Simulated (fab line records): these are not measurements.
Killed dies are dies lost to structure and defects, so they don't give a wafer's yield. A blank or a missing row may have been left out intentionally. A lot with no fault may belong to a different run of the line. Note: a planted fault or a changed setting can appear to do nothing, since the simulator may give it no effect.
Chamber matching	flow n5 finfet	rie diel-01 running N5_BEOL_M0_SAQP_DESCUM_19: 4 sister chambers
The step chemistry O2, time 7.9 s. 4 wafers are shown with their chamber, then 8 later ones without.

EACH WAFER AND ITS CHAMBER
wafer	chamber	throttle valve pct (%)
L076.5	0	20.75
L082.1	3	20.58
L082.3	2	20.44
L084.3	1	20.25

WAFERS WITH NO CHAMBER GIVEN
wafer	throttle valve pct (%)
L084.5	20.26
L084.6	20.77
L087.2	20.60
L087.3	20.26
L087.4	20.27
L091.2	20.60
L091.4	20.81
L091.5	20.79

EACH ONE'S CHAMBER
wafer	from the rows above	in truth
L084.5	1	1
L084.6	0	0
L087.2	3	3
L087.3	1	1
L087.4	1	1
L091.2	3	3
L091.4	0	0
L091.5	0	0
Placed correctly: 8 of 8. From these rows, 0 cannot be placed. 0 placed wrongly.
How it was worked out, from the rows above alone: a wafer's distance from a chamber is the root of the sum, over the readings, of the square of ((its reading less the chamber's mean) divided by the reading's scatter). The wafer belongs to the nearest chamber; if the next one is less than 2 further off, it can't be placed. Each chamber's mean is taken over the wafers shown for it. The scatter: root of mean squared gap, hidden wafer to nearest shown wafer, with one shown wafer a chamber.
